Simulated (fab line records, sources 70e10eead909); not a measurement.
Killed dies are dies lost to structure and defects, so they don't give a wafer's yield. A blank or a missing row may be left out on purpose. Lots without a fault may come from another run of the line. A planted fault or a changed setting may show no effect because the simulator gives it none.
One fault seen from 2 desks | flow nand_harc | each desk has only its own numbers; what lay behind them comes last

THE METROLOGY DESK
What the gauges read, lot by lot, whatever tool the lot ran on: means of the sampled wafers that have a number. A lot is out of limits, marked OUT, if its mean lies more than 4 standard deviations from the usual mean; the brackets give that distance.
Columns: A = overlay_x_nm at NHARC_HYBRID_BOND_OVL_MEAS_05, usual 1 nm; B = overlay_y_nm at NHARC_HYBRID_BOND_OVL_MEAS_05, usual 0 nm
lot  | first seen here | A   | B
L587 | day 23 11:37    | -8  | -12
L588 | day 24 04:41    | 10  | -13
L590 | day 25 06:17    | -1  | 2
L589 | day 25 06:18    | 11  | 8
L594 | day 27 03:54    | 60  | 38
L592 | day 27 03:55    | 6   | -15
L595 | day 27 10:28    | 20  | 22
L599 | day 28 08:38    | 8   | 29
L602 | day 29 23:22    | 11  | 5
L603 | day 30 10:53    | -8  | 19
L600 | day 30 18:41    | -2  | 10
L605 | day 32 13:29    | -21 | 2
L608 | day 32 13:30    | -5  | 13
L607 | day 32 20:33    | -24 | 5
This desk's finding: nothing out of limits on any of the 14 lots.

THE TOOL OWNER'S DESK: har_cap_etch-03
The tool's own readings at NHARC_A_CONTACT_ETCH_132 (etches the open film in C4F8/O2/Ar, time 197 s, target depth 1924 nm): means of the sampled wafers that have a number, for each lot that ran on this tool. A lot is out of limits, marked OUT, if its mean lies more than 4 standard deviations from the usual mean; the brackets give that distance.
Columns: A = oes_air_line_au at NHARC_A_CONTACT_ETCH_132, usual 1.003 a.u.
lot  | first seen here | A
L587 | day 21 22:43    | 1.006
L589 | day 23 18:52    | 0.993
L594 | day 25 13:15    | 1.011
L595 | day 25 21:19    | 1.005
L602 | day 28 11:34    | 1.015
L600 | day 29 00:23    | 0.987
L608 | day 31 01:07    | 1.022
This desk's finding: nothing out of limits on any of the 7 lots.

PUT TOGETHER
The metrology desk saw nothing out of limits.
The tool owner's desk saw nothing out of limits.

WHAT THE SIMULATOR HAD PUT IN
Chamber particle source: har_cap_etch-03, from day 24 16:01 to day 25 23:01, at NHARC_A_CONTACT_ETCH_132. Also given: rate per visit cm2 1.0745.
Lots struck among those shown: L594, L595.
